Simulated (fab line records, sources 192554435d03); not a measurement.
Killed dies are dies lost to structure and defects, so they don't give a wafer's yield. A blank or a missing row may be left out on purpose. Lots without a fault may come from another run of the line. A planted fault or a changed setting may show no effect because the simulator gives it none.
fab line records | flow n5_finfet
record lots=5 wafers=15 last_day=18
route steps=1938 shown BEOL_M15@1811 PASSIVATION@1936
lots that met no fault: from a run of the same line without faults
start_h: hours from the record's first day to the start of the lot's first wafer shown | wait_h: hours since the lot's step before | " the same as in the row above | L1.1+2: a row that stands for several wafers | - no value, or no start given | * or withheld: withheld | < > ~ a bound
route shown NAME@n: a module of which the file shows steps, and the number in the route of the first | usual: mean/standard deviation of fault-free wafers | same: alike in all rows | chamber/n: place in a boat | sites: the reading at each site | _std_site: their standard deviation | _edge_site: outer sites' mean less inner sites' | radius_mm: how far each site lies from the wafer's centre | mask NAME#n: copy n | behind: the tool/chamber that last shaped the wafer | hold: why the lot was held/for how many hours/how that ended | device: the transistor (n, p or np) that didn't switch | end of line: the same wafers' tests at the end of the route | a step without rows: its recipe alone | killed: dies lost to structure and defects at the first sort, not the wafer's yield | map: a wafer's dies, x killed, . not, _ none there
set.NAME: the setting as run; set.NAME@STEP: as run at that earlier step | model.NAME: the simulator's own value behind a step, which no gauge read
lots at some steps of the route; a table a step, a row a wafer
services: from which hour (start_h, from the record's first day; less than 0 if before it) a tool's chamber was out of use, for how many hours, and why
## steps
# step N5_BEOL_M15_STRIP_36
# recipe chemistry=O2 power_w=600 temp_c=60 pressure_mtorr=30 rf_frequency_hz=6e+07 bias_power_w=0 overash_fraction=0.3 o2_flow_sccm=225
# usual drypump_motor_current_A=5.8/0.35 o2_flow_sccm=224.9/0.67 oes_product_au=0.81/0.089 rf_vpp_V=3.6/1 showerhead_plenum_p_Torr=2.10/0.078 throttle_valve_pct=16.65/0.26
# columns lot.wafer tool chamber start_h wait_h drypump_motor_current_A o2_flow_sccm oes_product_au rf_hours_counter_h rf_vpp_V showerhead_plenum_p_Torr throttle_valve_pct
L274.1 rie_diel-04 2 282.06 2.9 6.0 224.7 0.90 34 3.8 2.15 16.63
L274.3 " 1 " " 5.7 224.3 0.72 197 4.1 2.18 16.90
L274.5 " 2 " " 6.1 224.4 0.90 - 1.9 2.15 16.64
L279.1 rie_diel-06 0 315.30 2.5 5.5 224.8 0.67 250 2.8 2.15 17.24
L279.3 " 3 " " 6.4 225.5 0.68 243 3.1 1.99 16.56
L279.4 " 1 " " 5.9 224.3 0.72 185 3.9 1.99 16.85
L280.1 rie_diel-04 1 317.28 0.4 5.7 224.6 0.71 208 6.0 2.17 16.88
L280.4 " 2 " " 6.1 225.7 0.88 44 3.0 2.14 16.63
L280.5 " 0 " " 5.7 225.7 0.82 - 4.2 2.04 16.32
L293.1 rie_diel-03 1 403.56 3.2 5.9 224.9 0.97 10 3.8 2.06 16.36
L293.3 " 2 " " 5.3 224.5 0.84 80 3.5 2.13 16.75
L293.5 " 1 " " 5.9 224.9 0.96 - 2.3 2.06 16.34
L294.1 rie_diel-06 1 410.24 1.7 5.9 226.8 0.69 221 3.9 1.98 16.94
L294.4 " 2 " " 5.4 225.6 0.69 231 3.9 1.98 16.97
L294.6 " 0 " " 5.5 224.8 0.89 - 2.9 2.14 16.82
# step N5_BEOL_M15_STRIP_62
# recipe chemistry=O2 power_w=600 temp_c=60 pressure_mtorr=30 rf_frequency_hz=6e+07 bias_power_w=0 overash_fraction=0.3 o2_flow_sccm=225
# usual drypump_motor_current_A=5.8/0.35 o2_flow_sccm=224.9/0.62 oes_product_au=0.81/0.09 rf_vpp_V=3.6/0.51 showerhead_plenum_p_Torr=2.10/0.078 throttle_valve_pct=16.65/0.26
# columns lot.wafer tool chamber start_h wait_h drypump_motor_current_A o2_flow_sccm oes_product_au rf_hours_counter_h rf_vpp_V showerhead_plenum_p_Torr throttle_valve_pct
L274.1 rie_diel-04 2 - - 6.0 225.3 0.90 34 3.3 2.15 16.62
L274.3 " 1 " " 5.6 225.0 0.71 198 3.2 2.18 16.90
L274.5 " 2 " " 6.0 224.7 0.90 - 4.0 2.15 16.61
L279.1 rie_diel-06 0 - - 5.5 223.9 0.67 250 3.5 2.15 17.24
L279.3 " 3 " " 6.4 224.8 0.68 243 5.0 1.99 16.58
L279.4 " 1 " " 5.9 225.4 0.72 185 3.4 1.99 16.89
L280.1 rie_diel-04 1 - - 5.7 224.8 0.70 208 2.6 2.17 16.91
L280.4 " 2 " " 6.1 224.9 0.89 44 3.3 2.14 16.64
L280.5 " 0 " " 5.7 224.1 0.83 - 3.6 2.04 16.29
L293.1 rie_diel-03 1 - - 5.9 224.0 0.95 10 4.6 2.06 16.37
L293.3 " 2 " " 5.2 225.0 0.84 80 4.7 2.13 16.72
L293.5 " 1 " " 5.9 225.0 0.96 - 3.8 2.06 16.36
L294.1 rie_diel-06 1 - - 5.9 225.1 0.69 221 3.5 1.98 16.94
L294.4 " 2 " " 5.4 225.4 0.69 231 3.1 1.98 16.99
L294.6 " 0 " " 5.5 225.6 0.88 - 3.8 2.14 16.80
# step N5_BEOL_M15_STRIP_37
# recipe chemistry=O2 power_w=600 temp_c=60 pressure_mtorr=30 rf_frequency_hz=6e+07 bias_power_w=0 overash_fraction=0.3 o2_flow_sccm=225
# usual drypump_motor_current_A=5.8/0.35 o2_flow_sccm=225.0/0.74 oes_product_au=0.81/0.09 rf_vpp_V=3.6/0.67 showerhead_plenum_p_Torr=2.10/0.078 throttle_valve_pct=16.65/0.26
# columns lot.wafer tool chamber start_h wait_h drypump_motor_current_A o2_flow_sccm oes_product_au rf_hours_counter_h rf_vpp_V showerhead_plenum_p_Torr throttle_valve_pct
L274.1 rie_diel-04 2 - - 6.0 225.4 0.90 34 4.0 2.15 16.61
L274.3 " 1 " " 5.6 225.6 0.71 198 3.9 2.18 16.88
L274.5 " 2 " " 6.1 225.4 0.90 - 3.3 2.15 16.59
L279.1 rie_diel-06 0 - - 5.5 225.8 0.66 250 3.4 2.15 17.24
L279.3 " 3 " " 6.4 226.0 0.67 243 3.9 1.99 16.57
L279.4 " 1 " " 5.9 224.9 0.72 185 5.1 1.99 16.90
L280.1 rie_diel-04 1 - - 5.6 224.8 0.71 208 4.1 2.17 16.90
L280.4 " 2 " " 6.1 225.5 0.89 44 3.5 2.14 16.65
L280.5 " 0 " " 5.8 224.4 0.83 - 3.3 2.04 16.30
L293.1 rie_diel-03 1 - - 5.9 225.8 0.96 10 2.6 2.06 16.34
L293.3 " 2 " " 5.2 224.7 0.83 80 2.5 2.13 16.72
L293.5 " 1 " " 5.9 225.7 0.96 - 2.3 2.06 16.37
L294.1 rie_diel-06 1 - - 5.9 225.8 0.69 221 3.7 1.98 16.96
L294.4 " 2 " " 5.5 224.6 0.69 231 3.4 1.98 16.98
L294.6 " 0 " " 5.5 225.9 0.87 - 3.8 2.14 16.80
# step N5_BEOL_M15_ETCH_38
# recipe chemistry=CF4/N2 target=SiCN target_depth_a=1064 taper_deg=2 time_s=120.5 ion_energy_ev=150 mask_material=SiO2 pressure_mtorr=40 source_w=430 bias_w=70 Ar_flow_sccm=100 cf4_flow_sccm=60 n2_flow_sccm=60
# usual drypump_motor_current_A=5.8/0.35 oes_product_au=0.81/0.089 rf_fwd_power_W=428.5/1.4 rf_vpp_V=382.3/2.1 showerhead_plenum_p_Torr=2.21/0.075 throttle_valve_pct=15.40/0.28
# columns lot.wafer tool chamber start_h wait_h drypump_motor_current_A oes_product_au rf_fwd_power_W rf_hours_counter_h rf_vpp_V showerhead_plenum_p_Torr throttle_valve_pct
L274.1 rie_diel-04 2 - - 6.0 0.90 430.4 34 384.1 2.25 15.30
L274.3 " 1 " " 5.6 0.72 430.5 198 385.0 2.28 15.66
L274.5 " 2 " " 6.0 0.90 427.4 - 381.8 2.25 15.31
L279.1 rie_diel-06 0 - - 5.5 0.67 426.7 250 383.3 2.27 16.05
L279.3 " 3 " " 6.4 0.67 427.5 243 379.9 2.09 15.32
L279.4 " 1 " " 5.9 0.72 427.6 185 380.3 2.11 15.69
L280.1 rie_diel-04 1 - - 5.7 0.71 429.5 208 383.9 2.28 15.66
L280.4 " 2 " " 6.0 0.88 431.0 44 381.7 2.24 15.33
L280.5 " 0 " " 5.7 0.83 431.4 - 382.0 2.15 15.10
L293.1 rie_diel-03 1 - - 5.9 0.96 427.7 10 381.8 2.17 15.13
L293.3 " 2 " " 5.2 0.83 428.1 80 382.5 2.23 15.43
L293.5 " 1 " " 5.9 0.96 428.9 - 381.7 2.17 15.12
L294.1 rie_diel-06 1 - - 5.9 0.69 429.3 221 379.6 2.10 15.77
L294.4 " 2 " " 5.5 0.68 427.5 231 379.0 2.10 15.83
L294.6 " 0 " " 5.5 0.89 429.8 - 385.1 2.26 15.58
# step N5_BEOL_M15_PRECLEAN_39
# recipe chemistry=residue_remover time_s=60 temp_c=40
# step N5_BEOL_M15_SRD_40
# recipe time_s=30 temp_c=23 rinse_liquid=diw dry=n2_spin spin_rpm=1500 dry_time_s=30
# step N5_BEOL_M15_DEGAS_41
# recipe ambient=vacuum temp_c=300 time_s=60
# step N5_BEOL_M15_PRE_CLEAN_42
# recipe gas=H2/He time_s=30 temp_c=300
# step N5_BEOL_M15_SPUTTER_43
# recipe material=TaN target_thk_a=150 temp_c=50 bias_v=168.6 power_w=15000 chamber_pressure_pa=0.12 time_s=24.19
# step N5_BEOL_M15_SPUTTER_44
# recipe material=Ta target_thk_a=150 temp_c=50 bias_v=80 power_w=15000 chamber_pressure_pa=0.07 time_s=24.19
# step N5_BEOL_M15_SPUTTER_45
# recipe material=Cu target_thk_a=1000 temp_c=-20 bias_v=60 power_w=26000 chamber_pressure_pa=0.13 time_s=16.67
# step N5_BEOL_M15_ECD_47
# recipe material=Cu target_thk_a=18600
# columns lot.wafer tool chamber start_h wait_h model.Cu_of_BEOL_M15_ECD_47.thk_nm
L274.1 ecd_cu-01 1 283.03 0.1 1864
L274.3 " 0 " " 1889
L274.5 " 1 " " 1857
L279.1+4 ecd_cu-02 1 316.44 0.1 1858
L279.3 " 0 " " 1866
L280.1 ecd_cu-02 1 318.30 0.1 1849
L280.4 " 1 " " 3301
L280.5 " 1 " " 1868
L293.1 ecd_cu-02 0 404.47 0.1 1865
L293.3 " 1 " " 1852
L293.5 " 0 " " 1859
L294.1 ecd_cu-01 1 413.18 0.1 1870
L294.4 " 0 " " 1869
L294.6 " 0 " " 1881
# step N5_BEOL_M15_ANNEAL_48
# recipe temp_c=225 time_s=90 ambient=N2
# usual wafer_temp_C_max=225.95/0.28
# columns lot.wafer tool chamber start_h wait_h wafer_temp_C_max
L274.1 rtp_anneal-01 0 283.27 0.2 226.08
L274.3 " 0 " " 226.43
L274.5 " 0 " " 226.19
L279.1 rtp_anneal-01 0 316.68 0.2 226.62
L279.3 " 0 " " 226.56
L279.4 " 0 " " 226.10
L280.1 rtp_anneal-01 0 318.73 0.4 225.67
L280.4 " 0 " " 226.05
L280.5 " 0 " " 225.94
L293.1 rtp_anneal-02 0 404.71 0.2 225.99
L293.3 " 0 " " 226.04
L293.5 " 0 " " 225.94
L294.1 rtp_anneal-01 0 413.42 0.2 226.13
L294.4 " 0 " " 225.81
L294.6 " 0 " " 225.88
# step N5_PASSIVATION_PROBE_49
# usual defect_limited_yield=91.6/1.4 killed_at_M0_to_M3=33/9.7 killed_at_M4_up=13/5.4 killed_at_contacts=13/6.6 killed_at_front_end=36/11 killed_at_other=3.9/3 killed_dies=99/16 killed_open=66/12 killed_short=32/7.9 sort_bin_5_function=4.9/0.9 sort_bin_6_memory=3.2/0.67 sort_n_pass=1081/16 sort_yield_pct=91.6/1.4
# same gross_dies=1180 killed_at_back_side=0 sort_bin_4_leakage[%]=0 sort_bin_8_speed[%]=0
# columns lot.wafer tool chamber start_h wait_h defect_limited_yield[%] killed_at_M0_to_M3 killed_at_M4_up killed_at_contacts killed_at_front_end killed_at_other killed_dies killed_open killed_short sort_bin_5_function[%] sort_bin_6_memory[%] sort_n_pass sort_yield_pct[%]
L274.1 prober-01 - 298.59 0.0 92.6 31 9 17 28 2 87 59 27 4.5 2.7 1093 92.6
L274.3 prober-01 - 298.69 0.1 91.0 33 8 35 26 4 106 72 34 5.3 3.6 1074 91.0
L274.5 prober-01 - 298.79 0.2 92.1 34 12 17 27 3 93 64 29 5.2 2.6 1087 92.1
# killed by level:class
L274.1 MOL_CONTACT_COAG:geometric_particle:open=11 BEOL_M2:geometric_particle:open=10 BEOL_M0:geometric_particle:open=7 MOL_CONTACT_COAG:geometric_particle:short=6 FIN_SAQP:geometric_particle:short=5 STI_FIN_REVEAL:geometric_particle:open=5 STARTING-WAFER:geometric_particle:open=4 STARTING-WAFER:geometric_particle:short=4
L274.3 MOL_CONTACT_COAG:geometric_particle:open=28 BEOL_M2:geometric_particle:open=15 FIN_SAQP:geometric_particle:short=8 MOL_CONTACT_COAG:geometric_particle:short=7 ILD0:geometric_particle:short=4 BEOL_M0_SAQP:geometric_particle:open=4 BEOL_M0_SAQP:geometric_particle:short=4 STARTING-WAFER:geometric_particle:open=4
L274.5 MOL_CONTACT_COAG:geometric_particle:open=13 BEOL_M0:geometric_particle:open=7 BEOL_M0_SAQP:geometric_particle:short=6 BEOL_M0_SAQP:geometric_particle:open=6 BEOL_M2:geometric_particle:open=6 FIN_SAQP:geometric_particle:open=5 MOL_CONTACT_COAG:geometric_particle:short=4 FIN_SAQP:geometric_particle:short=3
## services
# columns tool chamber start_h hours kind
rtp_anneal-02 - 259.79 3.4 pm
rie_diel-03 3 274.63 5.6 repair
rie_diel-06 0 315.95 - clean
rie_diel-06 0 315.95 - consumable_replace:focus_ring
rie_diel-06 0 315.95 21.4 scheduled_down
rie_diel-06 0 315.95 21.4 vent_cycle
ecd_cu-02 - 329.95 0.3 repair
ecd_cu-02 - 332.35 2.3 repair
rie_diel-06 3 337.30 - clean
rie_diel-06 3 337.30 - consumable_replace:focus_ring
rie_diel-06 3 337.30 - consumable_replace:showerhead
rie_diel-06 3 337.30 35.4 scheduled_down
rie_diel-06 3 337.30 35.4 vent_cycle
rie_diel-03 1 347.19 - clean
rie_diel-03 1 347.19 - consumable_replace:focus_ring
rie_diel-03 1 347.19 24.7 scheduled_down
rie_diel-03 1 347.19 24.7 vent_cycle
rie_diel-04 1 377.88 9.9 repair
rie_diel-04 - 387.36 2.8 pm
rie_diel-03 2 409.54 14.3 repair
## key
first_sign none at tools or gauges
model_effect step=N5_BEOL_M15_ECD_47 value=Cu_of_BEOL_M15_ECD_47.thk_nm without=1839 struck=3301
met_at N5_BEOL_M15_ECD_47
struck_wafers L280.4
onset_between 316.44 318.30
fault kind=process_parameter_drift tool=ecd_cu-02 chamber=- onset_h=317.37 steps=N5_BEOL_M15_ECD_47 channel=target_thk_a offset=* shape=step end_h=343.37 scope=struck_wafers_only acts_in=* stated=*
